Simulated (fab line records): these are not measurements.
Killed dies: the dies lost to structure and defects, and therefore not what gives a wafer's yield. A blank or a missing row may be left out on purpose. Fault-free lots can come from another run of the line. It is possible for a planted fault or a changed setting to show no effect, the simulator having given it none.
Chamber matching ; flow nand-harc ; cmp-03 running NHARC_A_SGD_CUT_CMP_21: 4 sister chambers
The step polishes, target thk 148.19 nm. 8 wafers are shown with their chamber, then 12 later ones without.

WAFERS PAIRED WITH THEIR CHAMBERS
wafer;chamber;motor-current-A (A);time-to-endpoint-s (s)
L085.6;2;10.1;54
L089.5;3;10.2;45
L091.1;1;11.8;45
L091.2;0;12.6;43
L091.4;2;10.6;50
L091.3;3;10.5;45
L091.5;0;12.4;45
L091.6;1;12.5;46

WAFERS MISSING THEIR CHAMBER
wafer;motor-current-A (A);time-to-endpoint-s (s)
L093.2;12.2;51
L093.4;12.1;51
L093.6;13.1;53
L095.3;13.3;47
L095.4;10.8;51
L095.6;12.9;47
L095.1;12.0;49
L095.2;10.5;49
L095.5;12.1;52
L097.2;12.5;45
L097.3;10.9;45
L097.6;10.7;45

CHAMBER TAKEN BY EACH
wafer;from the rows above;in truth
L093.2;can't be placed: 1 or 0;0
L093.4;can't be placed: 1 or 0 or 2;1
L093.6;can't be placed: 1 or 0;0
L095.3;can't be placed: 0 or 1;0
L095.4;2;2
L095.6;can't be placed: 0 or 1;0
L095.1;can't be placed: 1 or 0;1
L095.2;can't be placed: 2 or 3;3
L095.5;can't be placed: 1 or 0 or 2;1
L097.2;can't be placed: 0 or 1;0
L097.3;3;3
L097.6;3;3
Correctly placed: 3 of 12. From these rows, 9 cannot be placed; in 9 the true chamber is one of the candidates. 0 placed wrongly.
How it was worked out, from the rows above alone: a wafer's distance from a chamber is the root of the sum, over the readings, of the square of ((its reading less the chamber's mean) divided by the reading's scatter). If the next closest chamber is less than 2 further off than the closest, the wafer can't be placed; otherwise it belongs to the closest. For every chamber, the mean is computed from those of its wafers that are shown. How the scatter is found: for the shown wafers, subtract from each reading the mean of its chamber, square and add these, divide the total by (wafers less chambers), then take the root.
